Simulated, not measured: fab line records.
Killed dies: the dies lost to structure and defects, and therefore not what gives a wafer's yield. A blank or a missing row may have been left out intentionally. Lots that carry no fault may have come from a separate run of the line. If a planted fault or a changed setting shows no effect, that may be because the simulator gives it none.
A lot that was struck, set against a sound lot | flow n5Finfet | 19 steps out of a route of 1938
Sound: wafers L266.1, L266.4, L266.5. Struck: wafers L254.1, L254.2, L254.5. The cause comes at the end.
Order at every step that has rows: each side's tool, ch and its chambers, its first start. Under that, the readings that differ: sound wafers | struck wafers | difference of the means | sigmas: that difference in standard deviations of wafers without a fault.
alike: same words and numbers on both sides, and readings whose means sit less than 2 such deviations apart. not compared: any withheld reading, any reading some wafer has no value for, any bound like >300 that may hide the same value, and any number with overlapping values for which the record gives no deviation.
Wherever a step has rows on one side only, a row that says differs or no value, or a row with sigmas, the two part there. Numbers that don't overlap but have no deviation are shown without sigmas and don't part them. A reading that every wafer of one side lacks parts them only if that side has two wafers or more.

N5_BEOL_M13_ETCH_59: etches BARC in N2/H2, target depth 89 nm, overetch 26.7 nm, time 67.9 s.
  sound on rieDiel-06 ch 0,2,3, day 18 04:52; struck on rieDiel-04 ch 1,2,3, day 17 00:07
  alike: drypumpMotorCurrentA, oesProductAu, rfVppV, showerheadPlenumPTorr, throttleValvePct
  not compared: rfHoursCounterH
N5_BEOL_M13_VIA_ETCH_16: etches SiOC in C4F8/O2/Ar, target depth 921.7 nm.
  sound on rieDiel-06 ch 0,2,3, day 18 04:55; struck on rieDiel-04 ch 1,2,3, day 17 00:10
  alike: C4F8_flow_sccm, O2_flow_sccm, drypumpMotorCurrentA, oesProductAu, rfVppV, showerheadPlenumPTorr, throttleValvePct
N5_BEOL_M13_STRIP_63: strips in N2/H2.
  sound on plasmaAsher-02 ch 0, day 18 05:10; struck on plasmaAsher-02 ch 0,1, day 17 00:24
  alike: drypumpMotorCurrentA, heaterPowerW, oesProductAu, stripTimeToEndpointS
  not compared: rfHoursCounterH
N5_BEOL_M13_STRIP_64: strips in N2/H2.
  sound on plasmaAsher-02 ch 0, day 18 05:13; struck on plasmaAsher-02 ch 0,1, day 17 00:28
reading                  | sound             | struck            | difference | sigmas
stripTimeToEndpointS (s) | 31.42 31.43 31.50 | 31.24 31.26 31.22 | -0.21      | -2
  alike: drypumpMotorCurrentA, heaterPowerW, oesProductAu
  not compared: rfHoursCounterH
then, 2 steps without rows for these wafers: N5_BEOL_M13_STRIP_71 (strips in post etch residue remover, time 60 s); N5_BEOL_M13_SRD_72 (time 30 s, dry time 30 s).
N5_BEOL_M13_CD_MEAS_17: the cd target is 190 nm.
  sound: cdSem-02 at day 18 05:22; struck: cdSem-01 at day 17 00:38
  alike: cdNm
then, 5 steps without rows for these wafers: N5_BEOL_M13_COAT_65 (time 60 s, resist thk 350 nm); N5_BEOL_M13_COAT_66 (time 60 s, resist thk 110 nm); N5_BEOL_M13_COAT_22 (resist thk 300 nm); N5_BEOL_M13_EBR_24; N5_BEOL_M13_SOFTBAKE_23 (time 60 s).
N5_BEOL_M13_EXPOSE_25: exposes mask M13, target cd 210 nm.
  sound on krfScanner-01 ch 0, day 18 05:38; struck on krfScanner-02 ch 0, day 17 00:55
reading                        | sound       | struck         | difference | sigmas
model.BEOL_M13.overlayXNm (nm) | 2.6 2.6 2.6 | 21.4 21.4 21.4 | +18.8      | 
  alike: mask, focusOffsetNm
then, 3 steps without rows for these wafers: N5_BEOL_M13_PEB_26 (peb time 90 s); N5_BEOL_M13_DEVELOP_27 (develop time 45 s); N5_BEOL_M13_HARDBAKE_32 (time 120 s).
N5_BEOL_M13_CD_MEAS_28: the cd target is 209.5 nm.
  sound on cdSem-02 ch 0, day 18 05:49; struck on cdSem-02 ch 0, day 17 01:06
  alike: cdNm
N5_BEOL_M13_OVL_MEAS_29:
  sound on overlay-01 ch 0, day 18 05:51; struck on overlay-01 ch 0, day 17 01:08
reading      | sound    | struck   | difference | sigmas
M13_OVL (nm) | -6 -2 -7 | 34 24 28 | +34        | +5
N5_BEOL_M13_INSPECT_30: inspects for defects (macro).
  sound: defectInspect-02 at day 18 05:52; struck: defectInspect-02 at day 17 01:09
  alike: rawDefectCount

WHERE THEY PART
Earliest at N5_BEOL_M13_STRIP_64; latest, in this record, at N5_BEOL_M13_OVL_MEAS_29. Later steps at which nothing parts them and some readings are alike: N5_BEOL_M13_INSPECT_30.

WHY: the cause the simulator had injected
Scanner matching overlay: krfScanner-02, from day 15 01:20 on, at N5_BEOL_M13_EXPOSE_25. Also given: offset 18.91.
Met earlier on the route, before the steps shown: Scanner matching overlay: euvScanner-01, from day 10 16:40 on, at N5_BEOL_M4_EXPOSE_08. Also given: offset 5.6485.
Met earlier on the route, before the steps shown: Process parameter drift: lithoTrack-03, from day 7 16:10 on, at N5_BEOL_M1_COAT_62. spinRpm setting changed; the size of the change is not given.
